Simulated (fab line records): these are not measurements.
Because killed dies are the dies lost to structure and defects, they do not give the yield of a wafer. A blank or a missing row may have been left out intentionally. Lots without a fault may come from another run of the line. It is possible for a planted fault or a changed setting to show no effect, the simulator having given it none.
Split-lot trial ; flow n5 finfet ; 7 lots, 21 wafers read, on a route of 1938 steps

ON THE SPLIT
At N5_PASSIVATION_ETCH_54 (etches SiO2 in CHF3/O2, target depth 880 nm, time 440 s), the setting time s was moved away from the recipe's 440 s on 7 of the 21 wafers read, by -20.6% to +19.2%. For the rest of the wafers, this setting stayed at what the recipe calls for.

The reading is taken at the split's own step.

THE READING
PASSIVATION.feature depth nm (the simulator's own value, which no gauge read), in nm, at N5_PASSIVATION_ETCH_54 (etches SiO2 in CHF3/O2, target depth 880 nm, time 440 s). There is no usual value for it anywhere in the file. Average 868.1 nm, standard deviation 17 nm, over the 14 wafers here run with the recipe.

wafer;tool, chamber at the split;time s as run, s;against the recipe;PASSIVATION.feature depth nm, nm;against lot-mates on the recipe
L078.3;rie diel-05, 0;440;recipe;854.4;-
L078.4;rie diel-05, 0;378.5;-14.0%;734.8;-119.6
L078.5;rie diel-05, 2;378.5;-14.0%;768.2;-86.2
L081.2;rie diel-01, 3;509.6;+15.8%;1018;+128.2
L081.3;rie diel-01, 2;509.6;+15.8%;1011;+121.2
L081.4;rie diel-01, 1;440;recipe;889.8;-
L083.2;rie diel-02, 1;524.6;+19.2%;1024;+175.4
L083.3;rie diel-02, 2;440;recipe;848.6;-
L083.5;rie diel-02, 2;524.6;+19.2%;1013;+164.4
L087.3;rie diel-01, 1;440;recipe;890.2;-
L087.4;rie diel-01, 2;440;recipe;857.6;-
L087.5;rie diel-01, 0;440;recipe;893;-
L092.1;rie diel-05, 2;349.3;-20.6%;716;-157.9
L092.3;rie diel-05, 1;440;recipe;887.2;-
L092.4;rie diel-05, 3;440;recipe;860.6;-
L096.2;rie diel-02, 1;440;recipe;851.8;-
L096.5;rie diel-02, 3;440;recipe;892;-
L096.6;rie diel-02, 2;440;recipe;857.2;-
L097.1;rie diel-02, 2;440;recipe;857.4;-
L097.2;rie diel-02, 1;440;recipe;858.6;-
L097.6;rie diel-02, 1;440;recipe;854.6;-

FIT RESULTS
A straight line over all 21 wafers: PASSIVATION.feature depth nm changes by +8.16 nm for each +1% of time s; r = +0.98; the points scatter about the line by 17 nm.
The same after taking each lot's own level away (the mean of its wafers on the recipe; 21 wafers): +8.05 nm for each +1%; r = +0.99; scatter 13 nm.
On that fit, the largest move of time s shifts the reading by 1.7e+02 nm.
Across the lots, their own levels run from 848.60 to 889.80 nm, a range of 2.4 times the standard deviation given above.
The two slopes agree, so the slope changes little with the lot-to-lot level.
Check: for one of the wafers moved furthest among these (-20.6%), held out of the fit, the line's prediction against its lot-mates is -166 nm. Against them it came out at -158 nm.

OTHER SPLITS APPLIED TO THESE WAFERS
Before the reading, these wafers also passed through other splits. Each is held against what the fit with the lots' levels taken away leaves over:
other split on the same wafers;wafers away from the commonest value;r with PASSIVATION.feature depth nm (lot level and that fit taken away)
N5_BEOL_M10_TRENCH_ETCH_37 bias w;9;-0.04
N5_BEOL_M11_EXPOSE_25 dose mj;6;-0.07
N5_BEOL_M13_ETCH_59 time s;9;+0.21
N5_BEOL_M13_SPUTTER_43 time s;6;+0.03
N5_BEOL_M15_PEB_26 peb temp c;6;-0.17
N5_BEOL_M15_SPUTTER_43 power w;3;+0.01

THE WHOLE CHAIN: every reading that the file lists as answering this split, in the file's order
step;what it does;reading;change (the file's fit);r (the file's)
N5_PASSIVATION_ETCH_54;etches SiO2 in CHF3/O2, target depth 880 nm, time 440 s;etch.depth nm (the simulator's own value, which no gauge read);+8.01 nm for each +1% of the setting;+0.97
N5_PASSIVATION_ETCH_54;etches SiO2 in CHF3/O2, target depth 880 nm, time 440 s;PASSIVATION.feature depth nm (the simulator's own value, which no gauge read);+8.01 nm for each +1% of the setting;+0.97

FILE'S OWN FIT
PASSIVATION.feature depth nm changes by +8.01 nm for each +1% of time s, r = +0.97.
